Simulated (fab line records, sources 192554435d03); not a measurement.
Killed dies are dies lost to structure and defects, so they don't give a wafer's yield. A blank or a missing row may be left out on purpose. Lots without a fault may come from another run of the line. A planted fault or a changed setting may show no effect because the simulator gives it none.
One fault seen from 2 desks | flow n5_finfet | each desk has only its own numbers; what lay behind them comes last

THE DEFECT DESK
What the inspections along the route counted, lot by lot: means of the sampled wafers that have a number. A lot is out of limits, marked OUT, if its mean lies more than 4 standard deviations from the usual mean; the brackets give that distance.
Columns: A = raw_defect_count at N5_BEOL_M8_INSPECT_58, usual 70; B = raw_defect_count at N5_BEOL_M9_INSPECT_13, usual 402; C = raw_defect_count at N5_BEOL_M9_INSPECT_30, usual 402
lot  | first seen here | A  | B   | C
L654 | day 9 13:37     | 36 | 403 | 388
L657 | day 10 09:14    | 70 | 362 | 353
L659 | day 10 20:08    | 57 | 279 | 273
L660 | day 11 02:10    | 58 | 349 | 331
L661 | day 11 04:10    | 41 | 735 | 738
L665 | day 12 10:03    | 88 | 795 | 807 (+4.1) OUT
L672 | day 14 06:02    | 67 | 378 | 366
L674 | day 14 10:48    | 81 | 389 | 382
L675 | day 14 16:06    | 52 | 335 | 318
L676 | day 15 11:46    | 39 | 264 | 265
This desk's finding: out of limits on L665; first on L665, day 12 15:04 (raw_defect_count at N5_BEOL_M9_INSPECT_30). In limits: L654, L657, L659, L660, L661, L672, L674, L675, L676.

THE TOOL OWNER'S DESK: pvd_sputter-02
The tool's own readings at N5_BEOL_M9_HM_DEP_02 (deposits TiN, target thk 20 nm): means of the sampled wafers that have a number, for each lot that ran on this tool. A lot is out of limits, marked OUT, if its mean lies more than 4 standard deviations from the usual mean; the brackets give that distance.
Columns: A = throttle_valve_pct at N5_BEOL_M9_HM_DEP_02, usual 29.9 %
lot  | first seen here | A
L654 | day 9 14:55     | 30.5
L657 | day 10 11:47    | 30.1
L659 | day 10 22:58    | 29.3
L660 | day 11 03:21    | 29.2
L661 | day 11 06:32    | 29.8
L665 | day 12 11:14    | 29.5
This desk's finding: nothing out of limits on any of the 6 lots.

PUT TOGETHER
The defect desk could have raised an alarm at day 12 15:04, on L665.
The tool owner's desk saw nothing out of limits.
The tool owner's desk has L665 on record, within its limits.
Of the lots named, all ran N5_BEOL_M9_HM_DEP_02 on pvd_sputter-02.

WHAT THE SIMULATOR HAD PUT IN
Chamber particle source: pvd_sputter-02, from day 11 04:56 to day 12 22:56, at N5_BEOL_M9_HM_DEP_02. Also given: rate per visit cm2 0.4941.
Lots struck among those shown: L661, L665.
Hours from the fault's start to each desk's first reading out of limits: the defect desk, 34.
